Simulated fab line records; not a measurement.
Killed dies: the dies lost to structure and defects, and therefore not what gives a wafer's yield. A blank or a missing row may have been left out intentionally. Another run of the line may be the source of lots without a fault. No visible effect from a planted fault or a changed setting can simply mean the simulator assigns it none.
Chamber matching + flow n5 finfet + 4 sister chambers for N5_BEOL_M5_STRIP_36 on rie diel-02
The step strips in N2/H2. 4 wafers are shown with their chamber, then 11 later ones without.

## WAFERS PAIRED WITH THEIR CHAMBERS
| wafer  | chamber | drypump motor current A (A) |
|--------|---------|-----------------------------|
| L083.2 | 0       | 6.4                         |
| L083.4 | 2       | 5.1                         |
| L086.2 | 3       | 4.9                         |
| L088.2 | 1       | 5.6                         |

## WAFERS WITH NO CHAMBER GIVEN
| wafer  | drypump motor current A (A) |
|--------|-----------------------------|
| L088.3 | 5.0                         |
| L088.5 | 5.0                         |
| L087.1 | 5.6                         |
| L087.5 | 4.9                         |
| L087.6 | 6.5                         |
| L089.2 | 5.1                         |
| L089.5 | 5.0                         |
| L089.6 | 6.5                         |
| L097.1 | 5.0                         |
| L097.2 | 5.6                         |
| L097.5 | 5.0                         |

## CHAMBER TAKEN BY EACH
| wafer  | from the rows above     | in truth |
|--------|-------------------------|----------|
| L088.3 | can't be placed: 2 or 3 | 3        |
| L088.5 | can't be placed: 2 or 3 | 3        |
| L087.1 | 1                       | 1        |
| L087.5 | 3                       | 3        |
| L087.6 | 0                       | 0        |
| L089.2 | 2                       | 2        |
| L089.5 | can't be placed: 2 or 3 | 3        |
| L089.6 | 0                       | 0        |
| L097.1 | can't be placed: 2 or 3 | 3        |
| L097.2 | 1                       | 1        |
| L097.5 | can't be placed: 2 or 3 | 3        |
6 of 11 placed correctly. Unplaceable from these rows: 5, with the true chamber sitting among the candidates in 5. 0 placed wrongly.
How it was worked out, from the rows above alone: a wafer's distance from a chamber is the root of the sum, over the readings, of the square of ((its reading less the chamber's mean) divided by the reading's scatter). If the next closest chamber is less than 2 further off than the closest, the wafer can't be placed; otherwise it belongs to the closest. The mean given for a chamber averages the wafers shown for that chamber. The scatter (one wafer shown for each chamber): square how far every hidden wafer sits from the nearest shown wafer, average those squares and take the square root.
